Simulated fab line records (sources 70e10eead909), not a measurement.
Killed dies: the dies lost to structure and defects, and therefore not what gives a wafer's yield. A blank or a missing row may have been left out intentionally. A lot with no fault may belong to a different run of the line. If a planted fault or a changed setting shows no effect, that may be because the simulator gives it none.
Chamber matching / flow nand_harc / 4 sister chambers for NHARC_P_M1_ETCH_15 on rie_diel-03
The step etches the open film in C4F8/Ar, target depth 182.5 nm, time 91.2 s. 8 wafers are shown with their chamber, then 8 later ones without.

== WAFERS WITH THEIR CHAMBER ==
wafer=L854.2; chamber=1; rf_vpp_V (V)=439.7; oes_product_au (a.u.)=0.968
wafer=L854.5; chamber=3; rf_vpp_V (V)=441.1; oes_product_au (a.u.)=0.952
wafer=L864.2; chamber=1; rf_vpp_V (V)=438.5; oes_product_au (a.u.)=0.955
wafer=L864.5; chamber=0; rf_vpp_V (V)=441.3; oes_product_au (a.u.)=0.964
wafer=L865.1; chamber=2; rf_vpp_V (V)=443.8; oes_product_au (a.u.)=0.992
wafer=L865.2; chamber=0; rf_vpp_V (V)=439.8; oes_product_au (a.u.)=0.972
wafer=L865.4; chamber=3; rf_vpp_V (V)=442.2; oes_product_au (a.u.)=0.967
wafer=L867.2; chamber=2; rf_vpp_V (V)=442.2; oes_product_au (a.u.)=0.975

== WAFERS WITHOUT THEIR CHAMBER ==
wafer=L867.4; rf_vpp_V (V)=439.8; oes_product_au (a.u.)=0.976
wafer=L867.6; rf_vpp_V (V)=441.9; oes_product_au (a.u.)=0.946
wafer=L868.2; rf_vpp_V (V)=438.3; oes_product_au (a.u.)=0.964
wafer=L868.4; rf_vpp_V (V)=440.7; oes_product_au (a.u.)=0.968
wafer=L868.5; rf_vpp_V (V)=444.8; oes_product_au (a.u.)=0.965
wafer=L870.2; rf_vpp_V (V)=442.9; oes_product_au (a.u.)=0.961
wafer=L870.3; rf_vpp_V (V)=440.5; oes_product_au (a.u.)=0.953
wafer=L870.4; rf_vpp_V (V)=439.4; oes_product_au (a.u.)=0.978

== EACH ONE'S CHAMBER ==
wafer=L867.4; from the rows above=can't be placed: 0 or 1 or 3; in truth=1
wafer=L867.6; from the rows above=can't be placed: 3 or 0 or 1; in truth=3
wafer=L868.2; from the rows above=can't be placed: 1 or 0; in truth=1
wafer=L868.4; from the rows above=can't be placed: 0 or 3 or 1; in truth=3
wafer=L868.5; from the rows above=can't be placed: 2 or 3 or 0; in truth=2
wafer=L870.2; from the rows above=can't be placed: 3 or 2 or 0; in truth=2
wafer=L870.3; from the rows above=can't be placed: 3 or 0 or 1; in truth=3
wafer=L870.4; from the rows above=can't be placed: 0 or 1 or 3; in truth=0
0 of 8 placed correctly. Not placeable from these rows: 8 (in 8, the candidates include the true chamber). Wrongly placed: 0.
How it was worked out, from the rows above alone: a wafer's distance from a chamber is the root of the sum, over the readings, of the square of ((its reading less the chamber's mean) divided by the reading's scatter). The wafer belongs to the nearest chamber; if the next one is less than 2 further off, it can't be placed. Each chamber's mean is taken over the wafers shown for it. The scatter is the square root of a quotient: the sum, over the shown wafers, of each reading's squared deviation from its chamber's mean, divided by wafers minus chambers.
